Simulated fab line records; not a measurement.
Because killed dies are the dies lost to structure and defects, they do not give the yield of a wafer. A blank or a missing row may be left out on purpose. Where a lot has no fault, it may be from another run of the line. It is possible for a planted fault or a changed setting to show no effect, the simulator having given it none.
Chamber matching | flow n5-finfet | pecvd-03 running N5_GATE_CUT_HM_DEP_46: 3 sister chambers
The step deposits SiO2 from TEOS/O2, target thk 130 nm, time 26.6 s. 6 wafers are shown with their chamber, then 8 later ones without.

EACH WAFER AND ITS CHAMBER
wafer  | chamber | throttle-valve-pct (%) | showerhead-plenum-p-Torr (Torr)
L080.4 | 1       | 18.9                   | 8.296
L081.6 | 1       | 19.2                   | 8.309
L084.1 | 2       | 17.5                   | 8.323
L084.4 | 0       | 19.7                   | 8.398
L084.5 | 2       | 17.1                   | 8.287
L092.1 | 0       | 19.7                   | 8.379

WAFERS MISSING THEIR CHAMBER
wafer  | throttle-valve-pct (%) | showerhead-plenum-p-Torr (Torr)
L092.2 | 19.2                   | 8.302
L092.3 | 17.4                   | 8.318
L092.4 | 19.4                   | 8.313
L092.5 | 20.0                   | 8.390
L092.6 | 17.6                   | 8.310
L096.1 | 18.9                   | 8.300
L096.2 | 17.5                   | 8.325
L096.5 | 20.1                   | 8.400

THE CHAMBER EACH PASSED THROUGH
wafer  | from the rows above | in truth
L092.2 | 1                   | 1
L092.3 | 2                   | 2
L092.4 | 1                   | 1
L092.5 | 0                   | 0
L092.6 | 2                   | 2
L096.1 | 1                   | 1
L096.2 | 2                   | 2
L096.5 | 0                   | 0
Placed correctly: 8 of 8. Number that these rows cannot place: 0. Wrongly placed: 0.
How it was worked out, from the rows above alone: a wafer's distance from a chamber is the root of the sum, over the readings, of the square of ((its reading less the chamber's mean) divided by the reading's scatter). The wafer belongs to the nearest chamber; if the next one is less than 2 further off, it can't be placed. For every chamber, the mean is computed from those of its wafers that are shown. The scatter is the square root of a quotient: the sum, over the shown wafers, of each reading's squared deviation from its chamber's mean, divided by wafers minus chambers.
